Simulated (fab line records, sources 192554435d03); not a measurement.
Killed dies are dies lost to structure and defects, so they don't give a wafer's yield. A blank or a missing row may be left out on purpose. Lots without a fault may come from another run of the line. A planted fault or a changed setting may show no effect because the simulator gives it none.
A struck lot beside a sound one | flow n5_finfet | 14 steps out of a route of 1938
Sound: wafers L872.2, L872.3, L872.4. Struck: wafers L866.2, L866.3, L866.5. The cause comes at the end.
At each step with rows: each side's tool, then ch and its chambers, then its first start. Under that, the readings that differ: sound wafers | struck wafers | difference of the means | sigmas: that difference in standard deviations of wafers without a fault.
alike: readings whose means differ by less than 2 such deviations, and words and numbers that are the same on both sides. not compared: withheld readings, readings that some wafer has no value for, bounds like >300 that may hide the same value, and numbers for which the record gives no deviation and whose values overlap.
The two part at a step that has a row with sigmas, a row that says differs or no value, or rows on one side only. Numbers that don't overlap but have no deviation are shown without sigmas and don't part them. A reading that every wafer of one side lacks parts them only if that side has two wafers or more.

first, 1 step without rows for these wafers: N5_DUMMY_GATE_SRD_47 (dry time 32 s).
N5_DUMMY_GATE_CMP_04: polishes a-Si.
  sound on cmp-03 ch 1,2,3, day 7 17:57; struck on cmp-03 ch 2,3, day 6 04:52
  alike: motor_current_A, time_to_endpoint_s
N5_DUMMY_GATE_THK_MEAS_05:
  sound on film_metro-02, day 7 18:11; struck on film_metro-01, day 6 05:07
  alike: thk_nm
then, 9 steps without rows for these wafers: N5_DUMMY_GATE_HM_DEP_06 (deposits SiNx from DCS/NH3, target thk 80 nm, time 5141 s); N5_DUMMY_GATE_PECVD_30 (deposits SiO2 from TEOS/O2, target thk 55 nm, time 10.8 s); N5_DUMMY_GATE_COAT_34 (time 60 s, resist thk 60 nm); N5_DUMMY_GATE_COAT_35 (time 60 s, resist thk 10 nm); N5_DUMMY_GATE_COAT_28 (time 60 s, resist thk 10 nm); N5_DUMMY_GATE_COAT_09 (resist thk 30 nm); N5_DUMMY_GATE_EBR_11; N5_DUMMY_GATE_SOFTBAKE_10 (time 60 s); N5_DUMMY_GATE_EXPOSE_12 (exposes mask GATE, target cd 25 nm).
N5_DUMMY_GATE_PEB_13: peb time 60 s.
  sound on litho_track-04 ch 0, day 7 22:32; struck on litho_track-01, day 6 09:35
  no value came back on the struck wafers for chill_plate_temp_C (C), exhaust_pa (Pa); on the sound wafers chill_plate_temp_C (C) reads 22.92 22.99 23.00
then, 1 step without rows for these wafers: N5_DUMMY_GATE_DEVELOP_14 (develop time 30 s).

WHERE THEY PART
Only at N5_DUMMY_GATE_PEB_13, within this record.

WHY: what the simulator had put in
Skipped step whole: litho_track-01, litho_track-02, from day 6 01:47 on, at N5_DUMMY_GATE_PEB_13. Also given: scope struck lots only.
